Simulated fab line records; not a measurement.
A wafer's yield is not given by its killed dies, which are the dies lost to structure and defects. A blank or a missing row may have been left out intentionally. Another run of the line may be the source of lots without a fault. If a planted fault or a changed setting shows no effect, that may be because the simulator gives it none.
Matching of chambers || flow n5_finfet || N5_MOL_CONTACT_COAG_ETCH_67 on rie_diel-03: 4 sister chambers
The step etches SOC in N2/H2, target depth 60 nm, overetch 21 nm, time 101.2 s. 4 wafers are shown with their chamber, then 10 later ones without.

## EACH WAFER AND ITS CHAMBER
{"wafer": "L086.4", "chamber": 0, "drypump_motor_current_A (A)": 6.3}
{"wafer": "L086.6", "chamber": 2, "drypump_motor_current_A (A)": 5.5}
{"wafer": "L088.2", "chamber": 3, "drypump_motor_current_A (A)": 5.9}
{"wafer": "L088.5", "chamber": 1, "drypump_motor_current_A (A)": 6.3}

## WAFERS WITHOUT THEIR CHAMBER
{"wafer": "L088.6", "drypump_motor_current_A (A)": 6.2}
{"wafer": "L089.4", "drypump_motor_current_A (A)": 5.9}
{"wafer": "L089.5", "drypump_motor_current_A (A)": 6.3}
{"wafer": "L089.6", "drypump_motor_current_A (A)": 6.3}
{"wafer": "L092.1", "drypump_motor_current_A (A)": 6.3}
{"wafer": "L092.2", "drypump_motor_current_A (A)": 5.9}
{"wafer": "L092.6", "drypump_motor_current_A (A)": 5.9}
{"wafer": "L094.1", "drypump_motor_current_A (A)": 6.4}
{"wafer": "L094.5", "drypump_motor_current_A (A)": 5.5}
{"wafer": "L094.6", "drypump_motor_current_A (A)": 5.9}

## WHICH CHAMBER EACH WENT THROUGH
{"wafer": "L088.6", "from the rows above": "can't be placed: 0 or 1", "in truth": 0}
{"wafer": "L089.4", "from the rows above": 3, "in truth": 3}
{"wafer": "L089.5", "from the rows above": "can't be placed: 0 or 1", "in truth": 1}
{"wafer": "L089.6", "from the rows above": "can't be placed: 0 or 1", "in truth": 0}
{"wafer": "L092.1", "from the rows above": "can't be placed: 0 or 1", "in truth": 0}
{"wafer": "L092.2", "from the rows above": 3, "in truth": 3}
{"wafer": "L092.6", "from the rows above": 3, "in truth": 3}
{"wafer": "L094.1", "from the rows above": "can't be placed: 0 or 1", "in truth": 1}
{"wafer": "L094.5", "from the rows above": 2, "in truth": 2}
{"wafer": "L094.6", "from the rows above": 3, "in truth": 3}
Correctly placed: 5 of 10. These rows do not allow placing 5 (true chamber among the candidates in 5). 0 placed wrongly.
How it was worked out, from the rows above alone: a wafer's distance from a chamber is the root of the sum, over the readings, of the square of ((its reading less the chamber's mean) divided by the reading's scatter). If the next closest chamber is less than 2 further off than the closest, the wafer can't be placed; otherwise it belongs to the closest. The mean given for a chamber averages the wafers shown for that chamber. The scatter: with one shown wafer a chamber, the root of the mean of the squares of how far each hidden wafer lies from its nearest shown one.
